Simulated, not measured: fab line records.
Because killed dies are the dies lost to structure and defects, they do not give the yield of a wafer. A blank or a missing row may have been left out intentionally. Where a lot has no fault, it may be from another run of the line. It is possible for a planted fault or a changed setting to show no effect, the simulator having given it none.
fab line records :: flow n5Finfet
[record]
  lots = 7
  wafers = 21
route steps=1938 shown BEOL_M15@1773 TV_OPEN@1890 PASSIVATION@1901
startH: the number of hours between the record's first day and the start of the first shown wafer of the lot :: waitH: hours from the lot's prior step to this one :: " as in the row above :: L1.1+2: several wafers, shown together as one row :: - no value, or no start was given :: * or withheld: withheld :: < > ~ a bound
route shown NAME@n: NAME is a module with steps in the file, n the number in the route of the first one :: usual: average and standard deviation across the fault-free wafers :: same: alike in all rows :: chamber/n: place in a boat :: sites: each site's reading :: _std_site: their standard deviation :: _edge_site: mean of outer sites minus mean of inner sites :: radiusMm: how far each site lies from the wafer's centre :: mask NAME#n: copy n :: behind: the tool/chamber that last shaped the wafer :: hold: reason for holding the lot/hours on hold/outcome of the hold :: device: which transistor (n, p or np) failed to switch :: end of line: the same wafers' tests at the end of the route :: a step given without rows: its recipe and nothing more :: killed: not the wafer's yield, but the dies lost to structure and defects at the first sort :: map: shows each die of a wafer: x if killed, . if not, _ if none is there
set.NAME: the run value of the setting; set.NAME@STEP: its run value at that earlier step :: model.NAME: the simulator's own value behind a step, which no gauge read
lots whose settings were changed on purpose; a table a step, a row a wafer
[[steps]]
[step N5_BEOL_M15_ILD_DEP_00]
[recipe]
  material = SiO2
  targetThkA = 16293
  tempC = 400
  precursor = TEOS/O2
  pressureTorr = 6.5
  rfW = 900
  teosFlowSccm = 161.4
  gas = O2
  flowSccm = 2650
  timeS = 346.1
lot.wafer: L077.2
tool: pecvd-04
chamber: 2
startH: 269.14
waitH: 0.0
set.timeS: 346.1
model.SiO2_of_BEOL_M15_ILD_DEP_00.thkNm: 1651

lot.wafer: L077.4
tool: pecvd-04
chamber: 0
startH: 269.14
waitH: 0.0
set.timeS: 306.3
model.SiO2_of_BEOL_M15_ILD_DEP_00.thkNm: 1447

lot.wafer: L077.5
tool: pecvd-04
chamber: 2
startH: 269.14
waitH: 0.0
set.timeS: 306.3
model.SiO2_of_BEOL_M15_ILD_DEP_00.thkNm: 1478

lot.wafer: L079.2
tool: pecvd-04
chamber: 1
startH: 283.20
waitH: 0.0
set.timeS: 346.1
model.SiO2_of_BEOL_M15_ILD_DEP_00.thkNm: 1621

lot.wafer: L079.3
tool: pecvd-04
chamber: 2
startH: 283.20
waitH: 0.0
set.timeS: 373.4
model.SiO2_of_BEOL_M15_ILD_DEP_00.thkNm: 1749

lot.wafer: L079.6
tool: pecvd-04
chamber: 1
startH: 283.20
waitH: 0.0
set.timeS: 373.4
model.SiO2_of_BEOL_M15_ILD_DEP_00.thkNm: 1790

lot.wafer: L078.1
tool: pecvd-04
chamber: 2
startH: 285.44
waitH: 0.0
set.timeS: 299.6
model.SiO2_of_BEOL_M15_ILD_DEP_00.thkNm: 1451

lot.wafer: L078.2
tool: pecvd-04
chamber: 1
startH: 285.44
waitH: 0.0
set.timeS: 346.1
model.SiO2_of_BEOL_M15_ILD_DEP_00.thkNm: 1668

lot.wafer: L078.3
tool: pecvd-04
chamber: 0
startH: 285.44
waitH: 0.0
set.timeS: 346.1
model.SiO2_of_BEOL_M15_ILD_DEP_00.thkNm: 1601

lot.wafer: L081.3
tool: pecvd-04
chamber: 1
startH: 319.46
waitH: 0.0
set.timeS: 377.6
model.SiO2_of_BEOL_M15_ILD_DEP_00.thkNm: 1770

lot.wafer: L081.5
tool: pecvd-04
chamber: 1
startH: 319.46
waitH: 0.0
set.timeS: 346.1
model.SiO2_of_BEOL_M15_ILD_DEP_00.thkNm: 1657

lot.wafer: L081.6
tool: pecvd-04
chamber: 2
startH: 319.46
waitH: 0.0
set.timeS: 346.1
model.SiO2_of_BEOL_M15_ILD_DEP_00.thkNm: 1659

lot.wafer: L093.1
tool: pecvd-04
chamber: 2
startH: 415.05
waitH: 0.0
set.timeS: 346.1
model.SiO2_of_BEOL_M15_ILD_DEP_00.thkNm: 1644

lot.wafer: L093.3
tool: pecvd-04
chamber: 1
startH: 415.05
waitH: 0.0
set.timeS: 392.9
model.SiO2_of_BEOL_M15_ILD_DEP_00.thkNm: 1823

lot.wafer: L093.5
tool: pecvd-04
chamber: 1
startH: 415.05
waitH: 0.0
set.timeS: 392.9
model.SiO2_of_BEOL_M15_ILD_DEP_00.thkNm: 1873

lot.wafer: L096.1
tool: pecvd-01
chamber: 0
startH: 426.93
waitH: 0.0
set.timeS: 372.3
model.SiO2_of_BEOL_M15_ILD_DEP_00.thkNm: 1755

lot.wafer: L096.2
tool: pecvd-01
chamber: 2
startH: 426.93
waitH: 0.0
set.timeS: 346.1
model.SiO2_of_BEOL_M15_ILD_DEP_00.thkNm: 1626

lot.wafer: L096.5
tool: pecvd-01
chamber: 2
startH: 426.93
waitH: 0.0
set.timeS: 346.1
model.SiO2_of_BEOL_M15_ILD_DEP_00.thkNm: 1653

lot.wafer: L095.1
tool: pecvd-04
chamber: 2
startH: 427.38
waitH: 0.0
set.timeS: 346.1
model.SiO2_of_BEOL_M15_ILD_DEP_00.thkNm: 1654

lot.wafer: L095.2
tool: pecvd-04
chamber: 0
startH: 427.38
waitH: 0.0
set.timeS: 346.1
model.SiO2_of_BEOL_M15_ILD_DEP_00.thkNm: 1613

lot.wafer: L095.5
tool: pecvd-04
chamber: 0
startH: 427.38
waitH: 0.0
set.timeS: 346.1
model.SiO2_of_BEOL_M15_ILD_DEP_00.thkNm: 1635
[step N5_BEOL_M15_THK_MEAS_01]
[recipe]
  reads = SiO2_of_BEOL_M15_ILD_DEP_00
[usual]
  M15_ILD_THK = 1635/26
lot.wafer: L077.2
tool: filmMetro-01
chamber: -
startH: 269.39
waitH: 0.1
set.timeS@BEOL_M15_ILD_DEP_00: 346.1
M15_ILD_THK[nm]: 1651

lot.wafer: L077.4
tool: filmMetro-01
chamber: -
startH: 269.39
waitH: 0.1
set.timeS@BEOL_M15_ILD_DEP_00: 306.3
M15_ILD_THK[nm]: 1447

lot.wafer: L077.5
tool: filmMetro-01
chamber: -
startH: 269.39
waitH: 0.1
set.timeS@BEOL_M15_ILD_DEP_00: 306.3
M15_ILD_THK[nm]: 1478

lot.wafer: L079.2
tool: filmMetro-02
chamber: -
startH: 283.45
waitH: 0.1
set.timeS@BEOL_M15_ILD_DEP_00: 346.1
M15_ILD_THK[nm]: 1619

lot.wafer: L079.3
tool: filmMetro-02
chamber: -
startH: 283.45
waitH: 0.1
set.timeS@BEOL_M15_ILD_DEP_00: 373.4
M15_ILD_THK[nm]: 1750

lot.wafer: L079.6
tool: filmMetro-02
chamber: -
startH: 283.45
waitH: 0.1
set.timeS@BEOL_M15_ILD_DEP_00: 373.4
M15_ILD_THK[nm]: 1791

lot.wafer: L078.1
tool: filmMetro-02
chamber: -
startH: 285.69
waitH: 0.1
set.timeS@BEOL_M15_ILD_DEP_00: 299.6
M15_ILD_THK[nm]: 1451

lot.wafer: L078.2
tool: filmMetro-02
chamber: -
startH: 285.69
waitH: 0.1
set.timeS@BEOL_M15_ILD_DEP_00: 346.1
M15_ILD_THK[nm]: 1667

lot.wafer: L078.3
tool: filmMetro-02
chamber: -
startH: 285.69
waitH: 0.1
set.timeS@BEOL_M15_ILD_DEP_00: 346.1
M15_ILD_THK[nm]: 1600

lot.wafer: L081.3
tool: filmMetro-02
chamber: -
startH: 319.71
waitH: 0.1
set.timeS@BEOL_M15_ILD_DEP_00: 377.6
M15_ILD_THK[nm]: 1770

lot.wafer: L081.5
tool: filmMetro-02
chamber: -
startH: 319.71
waitH: 0.1
set.timeS@BEOL_M15_ILD_DEP_00: 346.1
M15_ILD_THK[nm]: 1659

lot.wafer: L081.6
tool: filmMetro-02
chamber: -
startH: 319.71
waitH: 0.1
set.timeS@BEOL_M15_ILD_DEP_00: 346.1
M15_ILD_THK[nm]: 1659

lot.wafer: L093.1
tool: filmMetro-01
chamber: -
startH: 415.30
waitH: 0.1
set.timeS@BEOL_M15_ILD_DEP_00: 346.1
M15_ILD_THK[nm]: 1643

lot.wafer: L093.3
tool: filmMetro-01
chamber: -
startH: 415.30
waitH: 0.1
set.timeS@BEOL_M15_ILD_DEP_00: 392.9
M15_ILD_THK[nm]: 1823

lot.wafer: L093.5
tool: filmMetro-01
chamber: -
startH: 415.30
waitH: 0.1
set.timeS@BEOL_M15_ILD_DEP_00: 392.9
M15_ILD_THK[nm]: 1874

lot.wafer: L096.1
tool: filmMetro-01
chamber: -
startH: 427.29
waitH: 0.2
set.timeS@BEOL_M15_ILD_DEP_00: 372.3
M15_ILD_THK[nm]: 1755

lot.wafer: L096.2
tool: filmMetro-01
chamber: -
startH: 427.29
waitH: 0.2
set.timeS@BEOL_M15_ILD_DEP_00: 346.1
M15_ILD_THK[nm]: 1626

lot.wafer: L096.5
tool: filmMetro-01
chamber: -
startH: 427.29
waitH: 0.2
set.timeS@BEOL_M15_ILD_DEP_00: 346.1
M15_ILD_THK[nm]: 1653

lot.wafer: L095.1
tool: filmMetro-02
chamber: -
startH: 427.63
waitH: 0.1
set.timeS@BEOL_M15_ILD_DEP_00: 346.1
M15_ILD_THK[nm]: 1655

lot.wafer: L095.2
tool: filmMetro-02
chamber: -
startH: 427.63
waitH: 0.1
set.timeS@BEOL_M15_ILD_DEP_00: 346.1
M15_ILD_THK[nm]: 1612

lot.wafer: L095.5
tool: filmMetro-02
chamber: -
startH: 427.63
waitH: 0.1
set.timeS@BEOL_M15_ILD_DEP_00: 346.1
M15_ILD_THK[nm]: 1636
[step N5_BEOL_M15_COAT_58]
[recipe]
  resist = BARC
  tempC = 205
  timeS = 60
  spinRpm = 1500
  resistThkNm = 89
[step N5_BEOL_M15_COAT_04]
[recipe]
  spinRpm = 1704
  resistThkNm = 800
[step N5_BEOL_M15_DESCUM_15]
[recipe]
  chemistry = O2
  timeS = 7.9
  sourcePowerW = 50
  biasPowerW = 20
  pressureMtorr = 20
  rfFrequencyHz = 2.712e+07
  tempC = 40
  o2FlowSccm = 225
[step N5_BEOL_M15_ETCH_59]
[recipe]
  chemistry = N2/H2
  target = BARC
  targetDepthA = 890
  overetchA = 267
  timeS = 67.9
  ionEnergyEv = 200
  pressureMtorr = 30
  sourceW = 840
  biasW = 150
  n2FlowSccm = 200
  h2FlowSccm = 200
[step N5_BEOL_M15_VIA_ETCH_16]
[recipe]
  chemistry = C4F8/O2/Ar
  target = SiO2
  heInnerTorr = 15
  heOuterTorr = 30
  targetDepthA = 17922
  timeS = withheld
  ionEnergyEv = 800
  pressureMtorr = 20
  sourceW = 1905
  biasW = 2040
  Ar_flow_sccm = 400
  C4F8_flow_sccm = 16
  O2_flow_sccm = 12
  ends = cleared
lot.wafer: L077.2
tool: rieDiel-06
chamber: 0
startH: 269.89
waitH: 0.0
set.timeS@BEOL_M15_ILD_DEP_00: *
model.etch.depthNm: 1651
model.coat_of_BEOL_M15_COAT_04.thkNm: 328.4

lot.wafer: L077.4
tool: rieDiel-06
chamber: 1
startH: 269.89
waitH: 0.0
set.timeS@BEOL_M15_ILD_DEP_00: *
model.etch.depthNm: 1447
model.coat_of_BEOL_M15_COAT_04.thkNm: 380.2

lot.wafer: L077.5
tool: rieDiel-06
chamber: 0
startH: 269.89
waitH: 0.0
set.timeS@BEOL_M15_ILD_DEP_00: *
model.etch.depthNm: 1478
model.coat_of_BEOL_M15_COAT_04.thkNm: 367.6

lot.wafer: L079.2
tool: rieDiel-02
chamber: 1
startH: 283.98
waitH: 0.0
set.timeS@BEOL_M15_ILD_DEP_00: *
model.etch.depthNm: 1621
model.coat_of_BEOL_M15_COAT_04.thkNm: 331.6

lot.wafer: L079.3
tool: rieDiel-02
chamber: 3
startH: 283.98
waitH: 0.0
set.timeS@BEOL_M15_ILD_DEP_00: *
model.etch.depthNm: 1749
model.coat_of_BEOL_M15_COAT_04.thkNm: 302.6

lot.wafer: L079.6
tool: rieDiel-02
chamber: 2
startH: 283.98
waitH: 0.0
set.timeS@BEOL_M15_ILD_DEP_00: *
model.etch.depthNm: 1790
model.coat_of_BEOL_M15_COAT_04.thkNm: 292.4

lot.wafer: L078.1
tool: rieDiel-05
chamber: 3
startH: 286.17
waitH: 0.0
set.timeS@BEOL_M15_ILD_DEP_00: *
model.etch.depthNm: 1451
model.coat_of_BEOL_M15_COAT_04.thkNm: 377.6

lot.wafer: L078.2
tool: rieDiel-05
chamber: 1
startH: 286.17
waitH: 0.0
set.timeS@BEOL_M15_ILD_DEP_00: *
model.etch.depthNm: 1668
model.coat_of_BEOL_M15_COAT_04.thkNm: 335

lot.wafer: L078.3
tool: rieDiel-05
chamber: 0
startH: 286.17
waitH: 0.0
set.timeS@BEOL_M15_ILD_DEP_00: *
model.etch.depthNm: 1601
model.coat_of_BEOL_M15_COAT_04.thkNm: 342

lot.wafer: L081.3
tool: rieDiel-05
chamber: 2
startH: 320.31
waitH: 0.0
set.timeS@BEOL_M15_ILD_DEP_00: *
model.etch.depthNm: 1770
model.coat_of_BEOL_M15_COAT_04.thkNm: 303

lot.wafer: L081.5
tool: rieDiel-05
chamber: 2
startH: 320.31
waitH: 0.0
set.timeS@BEOL_M15_ILD_DEP_00: *
model.etch.depthNm: 1657
model.coat_of_BEOL_M15_COAT_04.thkNm: 324.6

lot.wafer: L081.6
tool: rieDiel-05
chamber: 3
startH: 320.31
waitH: 0.0
set.timeS@BEOL_M15_ILD_DEP_00: *
model.etch.depthNm: 1659
model.coat_of_BEOL_M15_COAT_04.thkNm: 325.6

lot.wafer: L093.1
tool: rieDiel-05
chamber: 0
startH: 415.78
waitH: 0.0
set.timeS@BEOL_M15_ILD_DEP_00: *
model.etch.depthNm: 1644
model.coat_of_BEOL_M15_COAT_04.thkNm: 328.6

lot.wafer: L093.3
tool: rieDiel-05
chamber: 3
startH: 415.78
waitH: 0.0
set.timeS@BEOL_M15_ILD_DEP_00: *
model.etch.depthNm: 1823
model.coat_of_BEOL_M15_COAT_04.thkNm: 285.2

lot.wafer: L093.5
tool: rieDiel-05
chamber: 0
startH: 415.78
waitH: 0.0
set.timeS@BEOL_M15_ILD_DEP_00: *
model.etch.depthNm: 1873
model.coat_of_BEOL_M15_COAT_04.thkNm: 276.4

lot.wafer: L096.1
tool: rieDiel-05
chamber: 0
startH: 427.90
waitH: 0.0
set.timeS@BEOL_M15_ILD_DEP_00: *
model.etch.depthNm: 1755
model.coat_of_BEOL_M15_COAT_04.thkNm: 306.6

lot.wafer: L096.2
tool: rieDiel-05
chamber: 3
startH: 427.90
waitH: 0.0
set.timeS@BEOL_M15_ILD_DEP_00: *
model.etch.depthNm: 1626
model.coat_of_BEOL_M15_COAT_04.thkNm: 336

lot.wafer: L096.5
tool: rieDiel-05
chamber: 1
startH: 427.90
waitH: 0.0
set.timeS@BEOL_M15_ILD_DEP_00: *
model.etch.depthNm: 1653
model.coat_of_BEOL_M15_COAT_04.thkNm: 333.2

lot.wafer: L095.1
tool: rieDiel-02
chamber: 1
startH: 428.11
waitH: 0.0
set.timeS@BEOL_M15_ILD_DEP_00: *
model.etch.depthNm: 1654
model.coat_of_BEOL_M15_COAT_04.thkNm: 328.2

lot.wafer: L095.2
tool: rieDiel-02
chamber: 2
startH: 428.11
waitH: 0.0
set.timeS@BEOL_M15_ILD_DEP_00: *
model.etch.depthNm: 1613
model.coat_of_BEOL_M15_COAT_04.thkNm: 334

lot.wafer: L095.5
tool: rieDiel-02
chamber: 2
startH: 428.11
waitH: 0.0
set.timeS@BEOL_M15_ILD_DEP_00: *
model.etch.depthNm: 1635
model.coat_of_BEOL_M15_COAT_04.thkNm: 331.8
[step N5_PASSIVATION_ETCH_15]
[recipe]
  chemistry = CF4/N2
  target = SiCN
  targetDepthA = 750
  taperDeg = 2
  timeS = 81.2
  ionEnergyEv = 150
  maskMaterial = SiNx
  pressureMtorr = 40
  sourceW = 430
  biasW = 70
  Ar_flow_sccm = 100
  cf4FlowSccm = 60
  n2FlowSccm = 60
[usual]
  rfVppV = 381.7/1.9
lot.wafer: L077.2
tool: rieDiel-06
chamber: 2
startH: -
waitH: -
set.biasW: 79.26
rfVppV: 411.1

lot.wafer: L077.4
tool: rieDiel-06
chamber: 1
startH: -
waitH: -
set.biasW: 79.26
rfVppV: 412.6

lot.wafer: L077.5
tool: rieDiel-06
chamber: 1
startH: -
waitH: -
set.biasW: 70
rfVppV: 379.6

lot.wafer: L079.2
tool: rieDiel-06
chamber: 2
startH: -
waitH: -
set.biasW: 76.62
rfVppV: 403.6

lot.wafer: L079.3
tool: rieDiel-06
chamber: 3
startH: -
waitH: -
set.biasW: 76.62
rfVppV: 406.8

lot.wafer: L079.6
tool: rieDiel-06
chamber: 1
startH: -
waitH: -
set.biasW: 76.62
rfVppV: 401.8

lot.wafer: L078.1
tool: rieDiel-05
chamber: 2
startH: -
waitH: -
set.biasW: 65.83
rfVppV: 367.9

lot.wafer: L078.2
tool: rieDiel-05
chamber: 0
startH: -
waitH: -
set.biasW: 65.83
rfVppV: 369.8

lot.wafer: L078.3
tool: rieDiel-05
chamber: 3
startH: -
waitH: -
set.biasW: 70
rfVppV: 382.0

lot.wafer: L081.3
tool: rieDiel-06
chamber: 3
startH: -
waitH: -
set.biasW: 70
rfVppV: 384.4

lot.wafer: L081.5
tool: rieDiel-06
chamber: 1
startH: -
waitH: -
set.biasW: 62.25
rfVppV: 352.6

lot.wafer: L081.6
tool: rieDiel-06
chamber: 2
startH: -
waitH: -
set.biasW: 62.25
rfVppV: 357.9

lot.wafer: L093.1
tool: rieDiel-02
chamber: 0
startH: -
waitH: -
set.biasW: 70
rfVppV: 382.3

lot.wafer: L093.3
tool: rieDiel-02
chamber: 3
startH: -
waitH: -
set.biasW: 70
rfVppV: 379.1

lot.wafer: L093.5
tool: rieDiel-02
chamber: 0
startH: -
waitH: -
set.biasW: 70
rfVppV: 381.7

lot.wafer: L096.1
tool: rieDiel-05
chamber: 1
startH: -
waitH: -
set.biasW: 60.67
rfVppV: 353.0

lot.wafer: L096.2
tool: rieDiel-05
chamber: 0
startH: -
waitH: -
set.biasW: 70
rfVppV: 384.4

lot.wafer: L096.5
tool: rieDiel-05
chamber: 1
startH: -
waitH: -
set.biasW: 60.67
rfVppV: 352.5

lot.wafer: L095.1
tool: rieDiel-02
chamber: 2
startH: -
waitH: -
set.biasW: 70
rfVppV: 381.6

lot.wafer: L095.2
tool: rieDiel-02
chamber: 0
startH: -
waitH: -
set.biasW: 70
rfVppV: 382.1

lot.wafer: L095.5
tool: rieDiel-02
chamber: 2
startH: -
waitH: -
set.biasW: 70
rfVppV: 380.5
[step N5_PASSIVATION_EXPOSE_27]
[recipe]
  maskId = PAD
  na = 0.55
  sourceShape = conventional
  sigmaOuter = 0.8
  polarization = unpolarized
  defocusNm = 0
  doseMj = 32.3
lot.wafer: L077.2+4
tool: krfScanner-02
chamber: 0
startH: 289.18
waitH: -
mask: PAD#0
set.doseMj: 32.3

lot.wafer: L077.5
tool: krfScanner-02
chamber: 0
startH: 289.18
waitH: -
mask: PAD#0
set.doseMj: 34.23

lot.wafer: L079.2+3+6
tool: krfScanner-02
chamber: 0
startH: 299.02
waitH: -
mask: PAD#0
set.doseMj: 32.3

lot.wafer: L078.1
tool: krfScanner-02
chamber: 0
startH: 305.44
waitH: -
mask: PAD#0
set.doseMj: 34.06

lot.wafer: L078.2+3
tool: krfScanner-02
chamber: 0
startH: 305.44
waitH: -
mask: PAD#0
set.doseMj: 32.3

lot.wafer: L081.3+5
tool: krfScanner-02
chamber: 0
startH: 333.03
waitH: -
mask: PAD#0
set.doseMj: 32.3

lot.wafer: L081.6
tool: krfScanner-02
chamber: 0
startH: 333.03
waitH: -
mask: PAD#0
set.doseMj: 34.37

lot.wafer: L093.1
tool: krfScanner-01
chamber: 0
startH: 430.36
waitH: -
mask: PAD#0
set.doseMj: 34.63

lot.wafer: L093.3+5
tool: krfScanner-01
chamber: 0
startH: 430.36
waitH: -
mask: PAD#0
set.doseMj: 32.3

lot.wafer: L096.1+5
tool: krfScanner-01
chamber: 0
startH: 450.21
waitH: -
mask: PAD#0
set.doseMj: 32.3

lot.wafer: L096.2
tool: krfScanner-01
chamber: 0
startH: 450.21
waitH: -
mask: PAD#0
set.doseMj: 31.29

lot.wafer: L095.1+2+5
tool: krfScanner-02
chamber: 0
startH: 450.37
waitH: -
mask: PAD#0
set.doseMj: 32.3
[step N5_PASSIVATION_PEB_28]
[recipe]
  pebTempC = withheld
  pebTimeS = *
[step N5_PASSIVATION_DEVELOP_29]
[recipe]
  developTimeS = 60
  rinseLiquid = diw
  dry = airSpin
  devTempC = 21
[step N5_PASSIVATION_HARDBAKE_31]
[recipe]
  tempC = 130
  timeS = 120
[step N5_PASSIVATION_CD_MEAS_30]
[recipe]
  targetCdNm = 4000
  landingEnergyEv = 500
  detector = seInlens
  polarity = opening
[usual]
  cdNm = 4000.9/1.6
lot.wafer: L077.2
tool: cdSem-01
chamber: 0
startH: 289.35
waitH: -
set.doseMj@PASSIVATION_EXPOSE_27: 32.3
cdNm: 4001.1

lot.wafer: L077.4
tool: cdSem-01
chamber: 0
startH: 289.35
waitH: -
set.doseMj@PASSIVATION_EXPOSE_27: 32.3
cdNm: 4000.5

lot.wafer: L077.5
tool: cdSem-01
chamber: 0
startH: 289.35
waitH: -
set.doseMj@PASSIVATION_EXPOSE_27: 34.23
cdNm: 4009.1

lot.wafer: L079.2
tool: cdSem-01
chamber: 0
startH: 299.19
waitH: -
set.doseMj@PASSIVATION_EXPOSE_27: 32.3
cdNm: 4000.1

lot.wafer: L079.3
tool: cdSem-01
chamber: 0
startH: 299.19
waitH: -
set.doseMj@PASSIVATION_EXPOSE_27: 32.3
cdNm: 4000.3

lot.wafer: L079.6
tool: cdSem-01
chamber: 0
startH: 299.19
waitH: -
set.doseMj@PASSIVATION_EXPOSE_27: 32.3
cdNm: 3999.6

lot.wafer: L078.1
tool: cdSem-02
chamber: 0
startH: 305.62
waitH: -
set.doseMj@PASSIVATION_EXPOSE_27: 34.06
cdNm: 4009.6

lot.wafer: L078.2
tool: cdSem-02
chamber: 0
startH: 305.62
waitH: -
set.doseMj@PASSIVATION_EXPOSE_27: 32.3
cdNm: 3998.8

lot.wafer: L078.3
tool: cdSem-02
chamber: 0
startH: 305.62
waitH: -
set.doseMj@PASSIVATION_EXPOSE_27: 32.3
cdNm: 4000.5

lot.wafer: L081.3
tool: cdSem-02
chamber: 0
startH: 333.20
waitH: -
set.doseMj@PASSIVATION_EXPOSE_27: 32.3
cdNm: 3999.6

lot.wafer: L081.5
tool: cdSem-02
chamber: 0
startH: 333.20
waitH: -
set.doseMj@PASSIVATION_EXPOSE_27: 32.3
cdNm: 3999.6

lot.wafer: L081.6
tool: cdSem-02
chamber: 0
startH: 333.20
waitH: -
set.doseMj@PASSIVATION_EXPOSE_27: 34.37
cdNm: 4009.7

lot.wafer: L093.1
tool: cdSem-03
chamber: 0
startH: 430.54
waitH: -
set.doseMj@PASSIVATION_EXPOSE_27: 34.63
cdNm: 4013.0

lot.wafer: L093.3
tool: cdSem-03
chamber: 0
startH: 430.54
waitH: -
set.doseMj@PASSIVATION_EXPOSE_27: 32.3
cdNm: 3999.0

lot.wafer: L093.5
tool: cdSem-03
chamber: 0
startH: 430.54
waitH: -
set.doseMj@PASSIVATION_EXPOSE_27: 32.3
cdNm: 3998.6

lot.wafer: L096.1
tool: cdSem-02
chamber: 0
startH: 450.38
waitH: -
set.doseMj@PASSIVATION_EXPOSE_27: 32.3
cdNm: 4000.6

lot.wafer: L096.2
tool: cdSem-02
chamber: 0
startH: 450.38
waitH: -
set.doseMj@PASSIVATION_EXPOSE_27: 31.29
cdNm: 3994.8

lot.wafer: L096.5
tool: cdSem-02
chamber: 0
startH: 450.38
waitH: -
set.doseMj@PASSIVATION_EXPOSE_27: 32.3
cdNm: 4003.0

lot.wafer: L095.1
tool: cdSem-03
chamber: 0
startH: 450.54
waitH: -
set.doseMj@PASSIVATION_EXPOSE_27: 32.3
cdNm: 4000.6

lot.wafer: L095.2
tool: cdSem-03
chamber: 0
startH: 450.54
waitH: -
set.doseMj@PASSIVATION_EXPOSE_27: 32.3
cdNm: 4003.9

lot.wafer: L095.5
tool: cdSem-03
chamber: 0
startH: 450.54
waitH: -
set.doseMj@PASSIVATION_EXPOSE_27: 32.3
cdNm: 4000.0
[[key]]
[split]
  step = N5_BEOL_M15_ILD_DEP_00
  setting = timeS
  stated = 346.1
  by = wafer
[response]
  step = N5_BEOL_M15_ILD_DEP_00
  reading = model.SiO2_of_BEOL_M15_ILD_DEP_00.thkNm
  change = +15
  per = 1%
  r = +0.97
[response]
  step = N5_BEOL_M15_THK_MEAS_01
  reading = M15_ILD_THK
  change = +15
  per = 1%
  r = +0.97
[response]
  step = N5_BEOL_M15_VIA_ETCH_16
  reading = model.etch.depthNm
  change = +15
  per = 1%
  r = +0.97
[response]
  step = N5_BEOL_M15_VIA_ETCH_16
  reading = model.coat_of_BEOL_M15_COAT_04.thkNm
  change = -3.41
  per = 1%
  r = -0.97
[split]
  step = N5_PASSIVATION_ETCH_15
  setting = biasW
  stated = 70
  by = wafer
[response]
  step = N5_PASSIVATION_ETCH_15
  reading = rfVppV
  change = +2.45
  per = 1%
  r = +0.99
[split]
  step = N5_PASSIVATION_EXPOSE_27
  setting = doseMj
  stated = 32.3
  by = wafer
[response]
  step = N5_PASSIVATION_CD_MEAS_30
  reading = cdNm
  change = +1.74
  per = 1%
  r = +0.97
